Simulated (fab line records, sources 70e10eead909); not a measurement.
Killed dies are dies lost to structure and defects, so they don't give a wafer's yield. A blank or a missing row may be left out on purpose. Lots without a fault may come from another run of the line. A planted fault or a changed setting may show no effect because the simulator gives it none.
Chamber matching | flow nand_harc | NHARC_P_M2_ETCH_35 on rie_diel-12: 4 sister chambers
The step etches the open film in N2/H2, target depth 40 nm, overetch 12 nm, time 43.94 s. 22 wafers are shown with their chamber, then 11 later ones without.

WAFERS WITH THEIR CHAMBER
wafer  | chamber | drypump_motor_current_A (A) | rf_vpp_V (V) | oes_product_au (a.u.)
L075.1 | 2       | 5.8                         | 425.4        | 1.023
L075.3 | 1       | 5.3                         | 429.5        | 1.010
L075.5 | 0       | 6.0                         | 427.7        | 1.001
L080.1 | 2       | 5.8                         | 427.4        | 1.002
L080.2 | 3       | 6.2                         | 428.5        | 1.007
L080.6 | 2       | 5.9                         | 426.2        | 1.005
L084.2 | 3       | 6.2                         | 429.8        | 0.999
L084.3 | 2       | 5.8                         | 426.2        | 0.996
L084.6 | 0       | 6.0                         | 428.5        | 0.992
L085.1 | 0       | 6.1                         | 428.5        | 1.001
L085.4 | 1       | 5.3                         | 428.9        | 1.003
L085.5 | 1       | 5.3                         | 429.5        | 1.002
L087.1 | 0       | 6.0                         | 429.6        | 0.997
L087.2 | 1       | 5.3                         | 428.1        | 1.008
L087.4 | 0       | 6.1                         | 428.1        | 1.002
L089.1 | 0       | 6.0                         | 429.1        | 1.002
L089.2 | 1       | 5.3                         | 430.1        | 0.997
L089.6 | 3       | 6.2                         | 430.3        | 1.006
L090.1 | 3       | 6.2                         | 428.7        | 1.003
L090.3 | 0       | 6.0                         | 427.8        | 0.992
L090.6 | 0       | 6.0                         | 428.3        | 0.995
L091.2 | 2       | 5.8                         | 426.4        | 1.005

SIGNATURES (means of the wafers above)
reading                 | chamber 0 | chamber 1 | chamber 2 | chamber 3 | scatter within a chamber
drypump_motor_current_A | 6.025     | 5.300     | 5.820     | 6.200     | 0.0357
rf_vpp_V                | 428.450   | 429.220   | 426.320   | 429.325   | 0.725
oes_product_au          | 0.99775   | 1.00400   | 1.00620   | 1.00375   | 0.00616
Rule: a wafer's distance from a chamber is the root of the sum, over the readings, of the square of ((its reading less the chamber's mean) divided by the reading's scatter). The wafer belongs to the nearest chamber; if the next one is less than 2 further off, it can't be placed. The scatter: the root of (the sum of the squares of (reading less its chamber's mean) over the shown wafers, divided by (wafers less chambers)).

WAFERS WITHOUT THEIR CHAMBER
wafer  | drypump_motor_current_A (A) | rf_vpp_V (V) | oes_product_au (a.u.)
L091.3 | 6.2                         | 430.2        | 1.002
L091.4 | 6.0                         | 428.4        | 1.012
L092.2 | 5.3                         | 429.3        | 1.009
L092.3 | 6.1                         | 429.6        | 0.995
L092.4 | 6.2                         | 429.9        | 0.992
L094.1 | 5.3                         | 429.7        | 0.988
L094.3 | 6.2                         | 428.6        | 0.980
L094.6 | 5.8                         | 426.8        | 0.982
L097.2 | 6.2                         | 430.0        | 1.006
L097.3 | 5.3                         | 427.9        | 1.009
L097.4 | 6.0                         | 428.7        | 0.997

WHICH CHAMBER EACH WENT THROUGH
wafer  | from the rows above     | in truth
L091.3 | 3                       | 3
L091.4 | 0                       | 0
L092.2 | 1                       | 1
L092.3 | can't be placed: 0 or 3 | 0
L092.4 | 3                       | 3
L094.1 | 1                       | 1
L094.3 | can't be placed: 3 or 0 | 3
L094.6 | 2                       | 2
L097.2 | 3                       | 3
L097.3 | 1                       | 1
L097.4 | 0                       | 0
Placed correctly: 9 of 11. Can't be placed from these rows: 2 (the true chamber is among the candidates in 2). Placed wrongly: 0.
